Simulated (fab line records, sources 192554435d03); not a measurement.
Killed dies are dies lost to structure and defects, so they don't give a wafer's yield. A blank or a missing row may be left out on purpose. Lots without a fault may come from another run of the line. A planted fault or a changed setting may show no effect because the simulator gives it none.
Which tool did it? | flow n5_finfet | 10 lots, 28 wafers sampled, at 6 steps of a route of 1938

WHAT THE GAUGES READ, wafer by wafer
N5_BEOL_M1_INSPECT_59: inspects for defects (darkfield). Usual: raw_defect_count 72, standard deviation 23.
lot  | measured     | on                | raw_defect_count | flag
L740 | day 6 23:43  | defect_inspect-01 | 58 99 50         |
L741 | day 7 14:49  | defect_inspect-02 | 100 96 52        |
L743 | day 8 06:52  | defect_inspect-02 | 72 63 90         |
L745 | day 8 15:10  | defect_inspect-02 | 139 85 118       |
L748 | day 9 13:15  | defect_inspect-02 | 83 105 99        |
L750 | day 9 13:37  | defect_inspect-02 | 30 68 52         |
L754 | day 10 19:23 | defect_inspect-02 | 57 1622          | OFF
L757 | day 11 13:36 | defect_inspect-01 | 1478 50          | OFF
L761 | day 12 07:06 | defect_inspect-01 | 92 121 126       |
L760 | day 12 08:15 | defect_inspect-01 | 67 81 81         |

N5_BEOL_M4_RC_MEAS_101. Usual: DIBL_N 37.1 mV/V, standard deviation 2.6; DIBL_P 38 mV/V, standard deviation 3; IOFF_N 0.18 nA/um, standard deviation 0.052; IOFF_P 0.25 nA/um, standard deviation 0.06; ION_N 678 uA/um, standard deviation 15; ION_P 467 uA/um, standard deviation 8.6; SS_N 71.7 mV/dec, standard deviation 0.73; SS_P 73.7 mV/dec, standard deviation 0.89; VT_N 249 mV, standard deviation 4.3; VT_P -248 mV, standard deviation 3.8.
lot  | measured     | on        | DIBL_N (mV/V)  | DIBL_P (mV/V) | IOFF_N (nA/um) | IOFF_P (nA/um) | ION_N (uA/um) | ION_P (uA/um) | SS_N (mV/dec)  | SS_P (mV/dec)  | VT_N (mV)   | VT_P (mV)      | flag
L740 | day 11 05:18 | prober-02 | 36.0 36.3 36.3 | 34 36 35      | 0.14 0.17 0.15 | 0.20 0.24 0.24 | 676 692 691   | 465 472 474   | 71.2 71.6 71.2 | 72.9 73.4 72.7 | 248 244 249 | -250 -246 -248 |
L741 | day 11 17:44 | prober-01 | 37.3 36.6 36.6 | 39 36 38      | 0.21 0.16 0.18 | 0.29 0.23 0.29 | 708 683 682   | 478 467 476   | 71.3 72.1 70.9 | 74.5 73.8 74.0 | 242 248 243 | -242 -246 -243 |
L743 | day 12 09:07 | prober-02 | 34.7 33.9 34.8 | 34 33 35      | 0.13 0.12 0.13 | 0.22 0.19 0.23 | 659 661 674   | 464 461 475   | 71.6 71.3 71.1 | 73.4 72.3 72.6 | 251 253 255 | -247 -251 -246 |
L745 | day 12 01:53 | prober-02 | 37.1 38.0 34.7 | 39 41 37      | 0.18 0.21 0.14 | 0.24 0.29 0.21 | 674 686 667   | 463 476 463   | 72.0 71.8 70.5 | 74.2 74.3 73.3 | 250 249 252 | -248 -247 -247 |
L748 | day 14 00:48 | prober-02 | 35.7 35.8 34.1 | 36 39 35      | 0.15 0.15 0.13 | 0.21 0.27 0.20 | 657 663 658   | 456 469 461   | 70.7 71.8 71.4 | 73.2 73.0 72.5 | 250 251 253 | -249 -248 -252 |
L750 | day 13 12:31 | prober-02 | 36.7 35.2 37.4 | 38 37 39      | 0.18 0.16 0.19 | 0.25 0.24 0.26 | 675 693 671   | 469 476 461   | 71.2 70.9 71.9 | 73.2 74.2 74.3 | 246 249 248 | -249 -247 -249 |
L754 | day 15 06:35 | prober-01 | 38.9           | 39            | 0.21           | 0.29           | 685           | 470           | 72.4           | 73.9           | 247         | -243           |
L757 | day 15 13:26 | prober-01 | 35.1           | 38            | 0.15           | 0.21           | 669           | 460           | 71.3           | 73.4           | 251         | -251           |
L761 | day 16 15:21 | prober-02 | 39.7 40.2 38.0 | 42 42 39      | 0.26 0.25 0.22 | 0.32 0.33 0.26 | 694 682 681   | 474 475 466   | 72.8 72.6 72.4 | 75.2 74.5 74.2 | 241 246 245 | -245 -245 -246 |
L760 | day 16 07:49 | prober-02 | 36.5 37.0 38.3 | 39 39 41      | 0.19 0.19 0.23 | 0.26 0.26 0.30 | 704 674 700   | 484 462 477   | 71.2 72.0 71.3 | 74.6 73.8 74.7 | 244 248 245 | -243 -248 -248 |

WHICH TOOL RAN EACH LOT (tool, then ch and the chambers of the sampled wafers, then the start)
lot  | N5_BEOL_M1_SPUTTER_86        | N5_BEOL_M1_SPUTTER_94        | N5_BEOL_M1_ANNEAL_51             | N5_BEOL_M1_CMP_52
L740 | pvd_sputter-01, day 6 21:32  | pvd_sputter-01, day 6 22:25  | rtp_anneal-01 ch 0, day 6 22:50  | cmp-02 ch 2,3, day 6 23:08
L741 | pvd_sputter-01, day 7 12:38  | pvd_sputter-01, day 7 13:31  | rtp_anneal-01 ch 0, day 7 14:02  | cmp-02 ch 0,1, day 7 14:14
L743 | pvd_sputter-02, day 8 04:42  | pvd_sputter-02, day 8 05:35  | rtp_anneal-01 ch 0, day 8 06:02  | cmp-04 ch 1,2,3, day 8 06:20
L745 | pvd_sputter-02, day 8 12:48  | pvd_sputter-02, day 8 13:41  | rtp_anneal-02 ch 0, day 8 14:17  | cmp-04 ch 0,1,2, day 8 14:35
L748 | pvd_sputter-02, day 9 11:03  | pvd_sputter-02, day 9 11:56  | rtp_anneal-01 ch 0, day 9 12:23  | cmp-04 ch 1,2,3, day 9 12:43
L750 | pvd_sputter-01, day 9 11:08  | pvd_sputter-01, day 9 12:01  | rtp_anneal-02 ch 0, day 9 12:46  | cmp-02 ch 0,1, day 9 12:59
L754 | pvd_sputter-02, day 10 17:13 | pvd_sputter-02, day 10 18:06 | rtp_anneal-01 ch 0, day 10 18:34 | cmp-04 ch 2,3, day 10 18:53
L757 | pvd_sputter-02, day 11 11:00 | pvd_sputter-02, day 11 11:53 | rtp_anneal-01 ch 0, day 11 12:53 | cmp-04 ch 1,2, day 11 13:10
L761 | pvd_sputter-02, day 12 04:55 | pvd_sputter-02, day 12 05:48 | rtp_anneal-01 ch 0, day 12 06:14 | cmp-01 ch 1,2,3, day 12 06:31
L760 | pvd_sputter-03, day 12 06:04 | pvd_sputter-03, day 12 06:56 | rtp_anneal-02 ch 0, day 12 07:25 | cmp-02 ch 1,2,3, day 12 07:40
- N5_BEOL_M1_SPUTTER_86: material Cu, target thk 4.5 nm, time 8.29 s.
- N5_BEOL_M1_SPUTTER_94: material Cu, target thk 4.5 nm, time 8.29 s.
- N5_BEOL_M1_ANNEAL_51: time 90 s.
- N5_BEOL_M1_CMP_52: polishes, stops on SiOC, t overpolish 6.8 s, target thk 40 nm.

WHAT THE TOOLS THEMSELVES READ (means of the sampled wafers that have a number; where no wafer has one, the mark that the record gives instead)
N5_BEOL_M1_SPUTTER_86. Usual: chuck_gas_flow_sccm 1.27 sccm, standard deviation 0.054; throttle_valve_pct 30.3 %, standard deviation 0.6.
lot  | tool           | chuck_gas_flow_sccm (sccm) | throttle_valve_pct (%) | flag
L740 | pvd_sputter-01 | 1.27                       | 30.1                   |
L741 | pvd_sputter-01 | 1.26                       | 30.8                   |
L743 | pvd_sputter-02 | 1.23                       | 30.0                   |
L745 | pvd_sputter-02 | 1.25                       | 30.4                   |
L748 | pvd_sputter-02 | 1.27                       | 29.6                   |
L750 | pvd_sputter-01 | 1.27                       | 30.3                   |
L754 | pvd_sputter-02 | 1.33                       | 30.1                   |
L757 | pvd_sputter-02 | 1.31                       | 30.4                   |
L761 | pvd_sputter-02 | 1.29                       | 30.6                   |
L760 | pvd_sputter-03 | 1.21                       | 31.0                   |

N5_BEOL_M1_SPUTTER_94. Usual: chuck_gas_flow_sccm 1.27 sccm, standard deviation 0.054; throttle_valve_pct 30.3 %, standard deviation 0.61.
lot  | tool           | chuck_gas_flow_sccm (sccm) | throttle_valve_pct (%) | flag
L740 | pvd_sputter-01 | 1.22                       | 30.4                   |
L741 | pvd_sputter-01 | 1.31                       | 30.7                   |
L743 | pvd_sputter-02 | 1.29                       | 29.9                   |
L745 | pvd_sputter-02 | 1.24                       | 30.3                   |
L748 | pvd_sputter-02 | 1.28                       | 29.7                   |
L750 | pvd_sputter-01 | 1.26                       | 30.2                   |
L754 | pvd_sputter-02 | 1.29                       | 29.9                   |
L757 | pvd_sputter-02 | 1.23                       | 30.4                   |
L761 | pvd_sputter-02 | 1.28                       | 30.5                   |
L760 | pvd_sputter-03 | 1.22                       | 31.0                   |

N5_BEOL_M1_ANNEAL_51. Usual: wafer_temp_C_max 225.91, standard deviation 0.22.
lot  | tool          | wafer_temp_C_max | flag
L740 | rtp_anneal-01 | 225.92           |
L741 | rtp_anneal-01 | 225.75           |
L743 | rtp_anneal-01 | 225.88           |
L745 | rtp_anneal-02 | 225.94           |
L748 | rtp_anneal-01 | 225.93           |
L750 | rtp_anneal-02 | 225.98           |
L754 | rtp_anneal-01 | 225.81           |
L757 | rtp_anneal-01 | 226.03           |
L761 | rtp_anneal-01 | 225.93           |
L760 | rtp_anneal-02 | 226.18           |

N5_BEOL_M1_CMP_52. Usual: barrier_field_endpoint_s 24.4 s, standard deviation 0.78; motor_current_A 6.3 A, standard deviation 0.4; overpolish_run_s 6.799 s, standard deviation 0.0093; slurry_flow_ml_min 150.0, standard deviation 0.46; time_to_endpoint_s 62 s, standard deviation 4.4.
lot  | tool   | barrier_field_endpoint_s (s) | motor_current_A (A) | overpolish_run_s (s) | slurry_flow_ml_min | time_to_endpoint_s (s) | flag
L740 | cmp-02 | 24.1                         | 6.5                 | 6.792                | 149.9              | 60                     |
L741 | cmp-02 | 25.4                         | 6.6                 | 6.790                | 150.0              | 67                     |
L743 | cmp-04 | 23.9                         | 6.1                 | 6.807                | 149.8              | 62                     |
L745 | cmp-04 | 23.8                         | 6.2                 | 6.803                | 149.7              | 63                     |
L748 | cmp-04 | 24.1                         | 5.9                 | 6.798                | 150.1              | 60                     |
L750 | cmp-02 | 25.5                         | 6.6                 | 6.807                | 149.9              | 63                     |
L754 | cmp-04 | 32.6                         | 6.1                 | 3.417                | 149.9              | 72                     | OFF
L757 | cmp-04 | 32.8                         | 6.2                 | 3.430                | 149.9              | 71                     | OFF
L761 | cmp-01 | 23.7                         | 6.4                 | 6.804                | 150.2              | 61                     |
L760 | cmp-02 | 24.4                         | 6.3                 | 6.799                | 150.2              | 60                     |

THE ANSWER, worked out from the rows above alone
Rule: a lot is off if the mean of its wafers that have a number lies more than 3 standard deviations from the usual mean. A lot without any number at a reading at which 4 lots or more have one is off too. The other lots that the step has rows for count as sound. The gauges are gone through in route order, then the tools' own readings, and for those a lot's mean is taken as printed above. The first step at which some lot is off is used, and at that step the reading that is off furthest; a lot without a number counts as furthest.
Off: L754, L757, at N5_BEOL_M1_INSPECT_59 (raw_defect_count).
A tool fits if, at a process step before that reading, it ran every lot that is off, and no sound lot after the first of them. The gauges at N5_BEOL_M1_INSPECT_59 aren't tried: what is off there is off at N5_BEOL_M1_CMP_52 too, on other tools, and a gauge's error can't cause that. One fits: cmp-04 at N5_BEOL_M1_CMP_52. Its last sound lot is L748 (day 9 12:43), its first lot that is off L754 (day 10 18:53): a fault that began between those two fits.
The tool's own readings at N5_BEOL_M1_CMP_52 bear it out: on the lots that are off they differ by more than 5 times the standard deviation of the sound lots' means. barrier_field_endpoint_s reads 32.7 s there against 24.4 s on the sound lots; overpolish_run_s reads 3.423 s there against 6.800 s on the sound lots.

WHAT THE SIMULATOR HAD PUT IN
Process parameter drift: cmp-04, from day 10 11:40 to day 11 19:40, at N5_BEOL_M1_CMP_52. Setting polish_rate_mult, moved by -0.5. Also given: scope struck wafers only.
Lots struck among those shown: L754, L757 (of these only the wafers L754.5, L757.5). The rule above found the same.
